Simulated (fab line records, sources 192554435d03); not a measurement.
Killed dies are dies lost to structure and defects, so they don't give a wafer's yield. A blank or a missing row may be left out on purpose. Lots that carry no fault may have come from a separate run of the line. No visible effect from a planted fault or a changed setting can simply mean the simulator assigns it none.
Matching of chambers -- flow n5 finfet -- 3 sister chambers for N5_BEOL_M6_CURE_74 on uv cure-03
The step cures SiCOH lowk, time 240 s. 3 wafers are shown with their chamber, then 12 later ones without.

== EACH WAFER AND ITS CHAMBER ==
wafer,chamber,wafer_temp_C_max
L075.6,1,386.5
L083.6,0,387.4
L087.5,2,387.2

== WAFERS WITH NO CHAMBER GIVEN ==
wafer,wafer_temp_C_max
L085.3,386.9
L085.4,386.4
L085.5,386.3
L089.1,387.5
L089.3,387.2
L089.4,387.6
L094.1,386.7
L094.2,386.4
L094.5,386.4
L094.3,387.1
L094.4,387.6
L094.6,387.1

== CHAMBER TAKEN BY EACH ==
wafer,from the rows above,in truth
L085.3,can't be placed: 2 or 1 or 0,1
L085.4,1,1
L085.5,1,1
L089.1,can't be placed: 0 or 2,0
L089.3,can't be placed: 2 or 0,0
L089.4,can't be placed: 0 or 2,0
L094.1,can't be placed: 1 or 2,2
L094.2,1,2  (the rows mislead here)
L094.5,1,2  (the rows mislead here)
L094.3,can't be placed: 2 or 0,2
L094.4,can't be placed: 0 or 2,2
L094.6,can't be placed: 2 or 0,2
Correctly placed: 2 of 12. Can't be placed from these rows: 8 (the true chamber is among the candidates in 8). Number placed wrongly: 2.
How it was worked out, from the rows above alone: a wafer's distance from a chamber is the root of the sum, over the readings, of the square of ((its reading less the chamber's mean) divided by the reading's scatter). The wafer belongs to the nearest chamber; if the next one is less than 2 further off, it can't be placed. The mean given for a chamber averages the wafers shown for that chamber. The scatter: root of mean squared gap, hidden wafer to nearest shown wafer, with one shown wafer a chamber.
